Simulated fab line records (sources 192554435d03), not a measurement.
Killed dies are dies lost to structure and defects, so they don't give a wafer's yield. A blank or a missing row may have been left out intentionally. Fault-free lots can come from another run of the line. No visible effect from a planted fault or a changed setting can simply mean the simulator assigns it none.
Which of the tools did it? || flow n5Finfet || 19 wafers from 7 lots sampled at 3 of the route's 1938 steps

## WHAT EACH GAUGE READ, for each wafer
N5_BEOL_M5_OCD_MEAS_38.
{"lot": "L931", "measured": "day 8 04:12", "on": "ocd-01", "trenchDepthNm (nm)": "73.1 71.8 70.1"}
{"lot": "L932", "measured": "day 8 14:33", "on": "ocd-01", "trenchDepthNm (nm)": "71.2 71.7 72.0"}
{"lot": "L937", "measured": "day 10 12:55", "on": "ocd-01", "trenchDepthNm (nm)": "71.0 63.7 63.6"}
{"lot": "L938", "measured": "day 10 15:34", "on": "ocd-02", "trenchDepthNm (nm)": "71.3 63.6 63.3"}
{"lot": "L950", "measured": "day 13 02:17", "on": "ocd-02", "trenchDepthNm (nm)": "72.7 71.1"}
{"lot": "L951", "measured": "day 14 03:09", "on": "ocd-02", "trenchDepthNm (nm)": "70.8 70.0"}
{"lot": "L952", "measured": "day 14 10:09", "on": "ocd-01", "trenchDepthNm (nm)": "73.3 73.7 71.2"}

## WHAT TOOL EACH LOT RAN ON (gives the tool, then ch and the chambers of the sampled wafers, and finally the start)
{"lot": "L931", "N5_BEOL_M5_DESCUM_33": "rieDiel-05 ch 0,1,2, day 8 03:47", "N5_BEOL_M5_TRENCH_ETCH_37": "rieDiel-05 ch 0,1,2, day 8 04:03"}
{"lot": "L932", "N5_BEOL_M5_DESCUM_33": "rieDiel-06 ch 1,2,3, day 8 14:08", "N5_BEOL_M5_TRENCH_ETCH_37": "rieDiel-06 ch 1,2,3, day 8 14:24"}
{"lot": "L937", "N5_BEOL_M5_DESCUM_33": "rieDiel-04 ch 1,3, day 10 12:29", "N5_BEOL_M5_TRENCH_ETCH_37": "rieDiel-04 ch 1,3, day 10 12:46"}
{"lot": "L938", "N5_BEOL_M5_DESCUM_33": "rieDiel-04 ch 0,1,2, day 10 15:08", "N5_BEOL_M5_TRENCH_ETCH_37": "rieDiel-04 ch 0,1,2, day 10 15:25"}
{"lot": "L950", "N5_BEOL_M5_DESCUM_33": "rieDiel-05 ch 0,2, day 13 01:52", "N5_BEOL_M5_TRENCH_ETCH_37": "rieDiel-05 ch 0,2, day 13 02:08"}
{"lot": "L951", "N5_BEOL_M5_DESCUM_33": "rieDiel-05 ch 0,2, day 14 02:44", "N5_BEOL_M5_TRENCH_ETCH_37": "rieDiel-05 ch 0,2, day 14 02:59"}
{"lot": "L952", "N5_BEOL_M5_DESCUM_33": "rieDiel-06 ch 0,1,3, day 14 09:44", "N5_BEOL_M5_TRENCH_ETCH_37": "rieDiel-06 ch 0,1,3, day 14 09:59"}
- N5_BEOL_M5_DESCUM_33: chemistry O2, time 7 s.
- N5_BEOL_M5_TRENCH_ETCH_37: etches SiCOH lowk in C4F6/O2, target depth 71.652 nm, time 24.7 s.

## THE ANSWER, worked out from the rows above alone
Rule: the usual values come from the lots themselves. The widest of any qualifying gaps counts: lots, ordered by their means at a reading, are off when they make up no more than a third of the lots, leave a main group of 4 or more, and stand apart from it by 3 or more times the standard deviation of that group's means. Not used: any main group whose means are identical at the precision the tables above print for the reading. Also off: a lot with no number at a reading for which 4 or more lots have one. All remaining lots with rows at the step are treated as sound.
Off at N5_BEOL_M5_OCD_MEAS_38 (trenchDepthNm): L937, L938. Mean 71.7 nm and standard deviation 0.75 in the main group.
A tool fits if, at a process step before that reading, it ran every lot that is off, and no sound lot after the first of them. The gauges at N5_BEOL_M5_OCD_MEAS_38 are tried like those tools. One fits: rieDiel-04 at N5_BEOL_M5_DESCUM_33 and N5_BEOL_M5_TRENCH_ETCH_37. It ran no sound lot before its first lot that is off in this sample, so the start can't be narrowed down.

## WHAT THE SIMULATOR HAD INSERTED
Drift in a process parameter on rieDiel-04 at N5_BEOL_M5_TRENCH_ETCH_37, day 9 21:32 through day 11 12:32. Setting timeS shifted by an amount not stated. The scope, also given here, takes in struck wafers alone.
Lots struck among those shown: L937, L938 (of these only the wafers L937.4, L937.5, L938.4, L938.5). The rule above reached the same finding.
